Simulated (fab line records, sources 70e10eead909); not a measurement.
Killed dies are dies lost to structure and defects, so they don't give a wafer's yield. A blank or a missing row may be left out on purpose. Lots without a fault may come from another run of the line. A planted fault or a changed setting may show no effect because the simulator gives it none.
fab line records | flow nand_harc
record lots=14 wafers=42 last_day=32
route steps=1302 shown P_M0@265
lots that met no fault: from a run of the same line without faults
start_h: hours from the record's first day to the start of the lot's first wafer shown | wait_h: hours since the lot's step before | " the same as in the row above | L1.1+2: a row that stands for several wafers | - no value, or no start given | * or withheld: withheld | < > ~ a bound
route shown NAME@n: a module of which the file shows steps, and the number in the route of the first | usual: mean/standard deviation of fault-free wafers | same: alike in all rows | chamber/n: place in a boat | sites: the reading at each site | _std_site: their standard deviation | _edge_site: outer sites' mean less inner sites' | radius_mm: how far each site lies from the wafer's centre | mask NAME#n: copy n | behind: the tool/chamber that last shaped the wafer | hold: why the lot was held/for how many hours/how that ended | device: the transistor (n, p or np) that didn't switch | end of line: the same wafers' tests at the end of the route | a step without rows: its recipe alone | killed: dies lost to structure and defects at the first sort, not the wafer's yield | map: a wafer's dies, x killed, . not, _ none there
set.NAME: the setting as run; set.NAME@STEP: as run at that earlier step | model.NAME: the simulator's own value behind a step, which no gauge read
steps of the route over a sample of lots; a table a step, a row a wafer
services: from which hour (start_h, from the record's first day; less than 0 if before it) a tool's chamber was out of use, for how many hours, and why
## steps
# step NHARC_P_M0_INSPECT_11
# usual raw_defect_count=4.3/2.3
# columns lot.wafer tool chamber start_h wait_h raw_defect_count
L520.1 defect_inspect-02 - 124.36 0.0 2
L520.3 " - " " 4
L520.5 " - " " 3
L521.1 defect_inspect-02 - 127.38 0.0 2
L521.3 " - " " 4
L521.4 " - " " 5
L522.1 defect_inspect-02 - 137.89 0.0 10
L522.4 " - " " 10
L522.6 " - " " 8
L523.3 defect_inspect-01 - 155.78 0.1 8
L523.5 " - " " 5
L523.6 " - " " 7
L524.3 defect_inspect-02 - 160.86 0.0 3
L524.4 " - " " 1
L524.6 " - " " 7
L525.1 defect_inspect-02 - 166.06 0.0 4
L525.4 " - " " 3
L525.5 " - " " 4
L527.3 defect_inspect-01 - 192.87 0.0 0
L527.4 " - " " 3
L527.5 " - " " 3
L529.1 defect_inspect-01 - 211.04 0.0 4
L529.2 " - " " 4
L529.3 " - " " 8
L530.2 defect_inspect-02 - 223.39 0.0 5
L530.3 " - " " 5
L530.6 " - " " 6
L532.2 defect_inspect-02 - 243.98 0.0 5
L532.5 " - " " 7
L532.6 " - " " 3
L538.3 defect_inspect-02 - 299.48 0.0 1
L538.4 " - " " 2
L538.5 " - " " 1
L539.2 defect_inspect-01 - 313.04 0.0 6
L539.3 " - " " 3
L539.4 " - " " 6
L541.2 defect_inspect-01 - 342.22 0.0 2
L541.4 " - " " 2
L541.5 " - " " 5
L542.1 defect_inspect-01 - 344.95 0.0 4
L542.4 " - " " 6
L542.5 " - " " 3
# step NHARC_P_M0_STRIP_18
# recipe power_w=1000 n2_flow_sccm=150 h2_flow_sccm=150 ar_flow_sccm=0 bias_w=0 chemistry=N2/H2
# usual bias_w=0/0 chamber_pressure_mTorr=29.996/0.028 drypump_motor_current_A=5.8/0.48 mfc_ar_sccm=0.005/0.0055 n2_flow_sccm=150.0/0.48 oes_product_au=1.002/0.011 power_w=1000.0/2.8 rf_vpp_V=90.5/1 showerhead_plenum_p_Torr=2.02/0.094 throttle_valve_pct=14.170/0.01
# columns lot.wafer tool chamber start_h wait_h bias_w chamber_pressure_mTorr drypump_motor_current_A mfc_ar_sccm n2_flow_sccm oes_product_au power_w rf_hours_counter_h rf_vpp_V showerhead_plenum_p_Torr throttle_valve_pct
L520.3 rie_diel-02 3 124.83 0.1 0 29.940 5.6 0 149.7 1.009 998.8 27 91.3 2.14 14.172
L520.1 " 0 " " 0 29.926 6.7 0.001 150.1 0.991 1002.4 18 91.0 2.14 14.152
L520.5 " 2 " " 0 29.946 5.5 0.001 150.6 0.992 995.8 - 90.0 2.09 14.166
L521.1 rie_diel-02 3 127.82 0.1 0 29.987 5.6 0 149.9 1.016 1002.3 27 90.0 2.14 14.165
L521.3 " 1 " " 0 29.977 5.1 0.005 149.8 0.988 997.3 24 90.9 2.07 14.177
L521.4 " 2 " " 0 30.012 5.5 0.001 149.6 0.997 997.1 27 91.0 2.09 14.167
L522.1 rie_diel-08 2 138.33 0.1 0 29.951 5.3 0.005 149.6 0.996 997.8 17 90.2 2.06 14.169
L522.4 " 3 " " 0 29.985 5.8 0.018 149.9 1.006 1000.2 15 88.8 1.93 14.188
L522.6 " 3 " " 0 29.985 5.8 0.018 150.3 1.003 999.4 - 90.8 1.94 14.177
L523.3 rie_diel-02 1 156.34 0.1 0 30.000 5.0 0.005 150.4 1.001 998.8 32 90.6 2.07 14.175
L523.6 " 0 " " 0 30.022 6.7 0.001 149.6 0.991 997.4 - 91.4 2.14 14.170
L523.5 " 1 " " 0 30.003 5.1 0.005 150.3 0.987 1000.9 - 90.3 2.07 14.163
L524.3 rie_diel-08 2 161.50 0.1 0 30.007 5.3 0.005 150.7 0.992 1000.4 21 90.5 2.05 14.167
L524.6 " 3 " " 0 29.963 5.8 0.018 149.7 0.990 1001.9 - 89.3 1.93 14.163
L524.4 " 1 " " 0 29.969 5.9 0.007 149.9 1.005 1000.4 - 89.9 2.02 14.165
L525.1 rie_diel-04 3 166.66 0.1 0 29.986 6.1 0 149.2 0.996 1001.6 61 92.3 2.20 14.193
L525.4 " 0 " " 0 29.961 5.3 0.009 149.2 1.024 998.0 67 91.1 2.02 14.171
L525.5 " 2 " " 0 29.968 6.3 0.008 150.1 1.017 998.7 - 91.8 1.89 14.158
L527.4 rie_diel-04 0 193.30 0.1 0 30.013 5.3 0.009 148.9 1.011 1002.1 0 89.1 2.02 14.176
L527.3 " 2 " " 0 30.026 6.3 0.008 150.2 1.001 1004.2 0 89.7 1.89 14.168
L527.5 " 0 " " 0 29.984 5.3 0.009 149.1 1.006 1002.8 - 92.8 2.02 14.156
L529.1 rie_diel-08 2 211.47 0.1 - - - - - - - - - - -
L529.2 " 0 " " - - - - - - - - - - -
L529.3 " 1 " " - - - - - - - - - - -
L530.3 rie_diel-04 2 224.21 0.1 - - - - - - - - - - -
L530.2 " 0 " " - - - - - - - - - - -
L530.6 " 0 " " - - - - - - - - - - -
L532.2 rie_diel-04 2 244.53 0.1 0 29.957 6.3 0.008 150.3 1.012 1002.4 14 89.6 1.88 14.161
L532.6 " 1 " " 0 30.012 6.0 0 150.0 0.999 1002.7 - 88.4 1.90 14.157
L532.5 " 2 " " 0 29.996 6.3 0.008 150.5 1.010 1001.2 - 89.4 1.88 14.170
L538.3 rie_diel-02 3 300.06 0.1 0 29.992 5.6 0 150.0 1.006 1005.1 24 90.8 2.12 14.180
L538.4 " 0 " " 0 29.979 6.7 0.001 149.9 1.002 998.8 27 92.2 2.12 14.166
L538.5 " 3 " " 0 29.992 5.6 0 149.8 1.006 999.4 - 91.7 2.12 14.156
L539.4 rie_diel-04 0 313.47 0.1 0 30.041 5.4 0.009 150.3 0.998 1004.4 37 90.3 2.01 14.163
L539.3 " 1 " " 0 29.955 6.0 0 149.4 0.977 996.4 49 89.3 1.90 14.174
L539.2 " 3 " " 0 29.966 6.1 0 150.1 1.008 994.3 39 92.1 2.18 14.169
L541.2 rie_diel-08 0 342.69 0.1 0 29.998 6.4 0 149.6 1.016 993.4 31 90.9 1.87 14.171
L541.4 " 0 " " 0 30.013 6.4 0 149.7 1.035 1001.1 - 89.8 1.87 14.179
L541.5 " 1 " " 0 29.954 5.9 0.007 150.4 1.009 1003.5 - 90.5 2.00 14.172
L542.1 rie_diel-08 0 345.47 0.1 0 29.962 6.4 0 150.5 1.030 999.4 31 88.6 1.87 14.173
L542.4 " 1 " " 0 29.973 5.9 0.007 150.9 1.008 1001.7 29 89.4 2.00 14.169
L542.5 " 0 " " 0 30.031 6.4 0 150.1 1.027 1001.8 - 90.4 1.87 14.170
# step NHARC_P_M0_PVD_20
# recipe target_thk_a=50 bias_v=168.6 power_w=15000 chamber_pressure_pa=0.12 time_s=8.06 substrate_temp_c=50 material=TaN
# usual throttle_valve_pct=29.9/1.1
# columns lot.wafer tool chamber start_h wait_h throttle_valve_pct
L520.3 pvd_sputter-02 - - - 29.9
L520.1 " - " " 31.6
L520.5 " - " " 30.1
L521.1 pvd_sputter-03 - - - 28.5
L521.4 " - " " 30.2
L521.3 " - " " 31.2
L522.1 pvd_sputter-02 - - - 27.5
L522.4 " - " " 30.3
L522.6 " - " " 30.3
L523.3 pvd_sputter-03 - - - 30.4
L523.5 " - " " 28.9
L523.6 " - " " 30.2
L524.3 pvd_sputter-01 - - - 29.1
L524.4 " - " " 29.9
L524.6 " - " " 29.3
L525.4 pvd_sputter-01 - - - 29.2
L525.1 " - " " 31.2
L525.5 " - " " 29.1
L527.3 pvd_sputter-01 - - - 29.5
L527.4 " - " " 31.1
L527.5 " - " " 31.1
L529.2 pvd_sputter-01 - - - 30.1
L529.1 " - " " 29.4
L529.3 " - " " 30.9
L530.2 pvd_sputter-02 - - - 30.4
L530.3 " - " " 30.2
L530.6 " - " " 30.2
L532.2 pvd_sputter-03 - - - 31.6
L532.6 " - " " 31.6
L532.5 " - " " 30.1
L538.3 pvd_sputter-03 - - - 28.9
L538.4 " - " " 31.5
L538.5 " - " " 29.7
L539.2 pvd_sputter-03 - - - 29.8
L539.3 " - " " 31.6
L539.4 " - " " 30.0
L541.4 pvd_sputter-01 - - - 29.0
L541.2 " - " " 30.1
L541.5 " - " " 30.3
L542.1 pvd_sputter-03 - - - 31.6
L542.4 " - " " 28.7
L542.5 " - " " 31.6
# step NHARC_P_M0_PVD_21
# recipe target_thk_a=300 chamber_pressure_pa=5 power_w=5000 substrate_temp_c=30 time_s=20.49 material=Cu
# usual throttle_valve_pct=30.0/1.1
# columns lot.wafer tool chamber start_h wait_h throttle_valve_pct
L520.3 pvd_sputter-02 - - - 30.4
L520.1 " - " " 31.7
L520.5 " - " " 27.5
L521.4 pvd_sputter-03 - - - 29.0
L521.1 " - " " 30.2
L521.3 " - " " 31.1
L522.1 pvd_sputter-02 - - - 31.5
L522.4 " - " " 30.5
L522.6 " - " " 31.7
L523.3 pvd_sputter-03 - - - 28.6
L523.6 " - " " 29.3
L523.5 " - " " 30.4
L524.3 pvd_sputter-01 - - - 29.9
L524.4 " - " " 29.3
L524.6 " - " " 31.2
L525.1 pvd_sputter-01 - - - 31.1
L525.4 " - " " 29.2
L525.5 " - " " 31.2
L527.3 pvd_sputter-01 - - - 29.1
L527.4 " - " " 29.2
L527.5 " - " " 30.9
L529.1 pvd_sputter-01 - - - 29.2
L529.2 " - " " 29.2
L529.3 " - " " 31.1
L530.2 pvd_sputter-02 - - - 30.5
L530.3 " - " " 31.5
L530.6 " - " " 30.4
L532.2 pvd_sputter-03 - - - 30.3
L532.6 " - " " 28.7
L532.5 " - " " 31.4
L538.4 pvd_sputter-03 - - - 28.8
L538.3 " - " " 29.9
L538.5 " - " " 29.1
L539.4 pvd_sputter-03 - - - 28.9
L539.3 " - " " 31.6
L539.2 " - " " 29.5
L541.4 pvd_sputter-01 - - - 30.5
L541.2 " - " " 30.2
L541.5 " - " " 30.0
L542.1 pvd_sputter-03 - - - 28.6
L542.4 " - " " 30.3
L542.5 " - " " 29.8
## services
# columns tool chamber start_h hours kind
pvd_sputter-02 - 104.06 10.0 pm
rie_diel-04 3 106.91 5.3 repair
rie_diel-04 1 117.77 14.6 repair
rie_diel-08 0 148.78 14.3 repair
rie_diel-04 1 151.28 1.3 repair
rie_diel-04 2 152.10 7.8 repair
pvd_sputter-03 - 170.00 10.0 pm
rie_diel-04 - 182.22 9.0 pm
rie_diel-08 - 191.47 9.0 pm
rie_diel-02 3 207.57 13.6 repair
rie_diel-04 3 216.49 12.6 repair
rie_diel-02 - 220.32 9.0 pm
pvd_sputter-01 - 226.03 10.0 pm
rie_diel-04 0 231.16 3.5 repair
rie_diel-04 2 231.23 4.8 repair
pvd_sputter-03 - 233.17 1.1 repair
pvd_sputter-03 - 237.84 4.3 repair
rie_diel-02 3 243.77 8.5 repair
pvd_sputter-01 - 257.35 3.0 repair
pvd_sputter-02 - 282.06 10.0 pm
rie_diel-04 1 299.48 4.0 repair
rie_diel-04 0 300.39 6.9 repair
pvd_sputter-02 - 311.82 4.8 repair
rie_diel-08 2 326.87 16.3 repair
## key
first_sign step=NHARC_P_M0_STRIP_18 reading=tool_record direction=missing
effect none on later readings
met_at NHARC_P_M0_STRIP_18
struck_lots L529,L530
later_rows_left_out L529.1,L529.2,L529.3,L530.2,L530.3,L530.6
sort_left_out L529.1,L529.2,L529.3,L530.2,L530.3,L530.6
not_acting_at NHARC_P_M0_INSPECT_11,NHARC_P_M0_PVD_20,NHARC_P_M0_PVD_21
onset_between 193.30 211.47
fault kind=skipped_step_whole tool=rie_diel-04,rie_diel-08 chamber=- onset_h=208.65 steps=NHARC_P_M0_STRIP_18 scope=struck_lots_only
# sort_left_out: the simulated sort isn't trusted on such a fault, so these wafers' sort isn't shown, and their yield isn't known
# later_rows_left_out: the simulator's readings of these wafers behind a module that went badly wrong aren't trusted and aren't shown, but for the sort
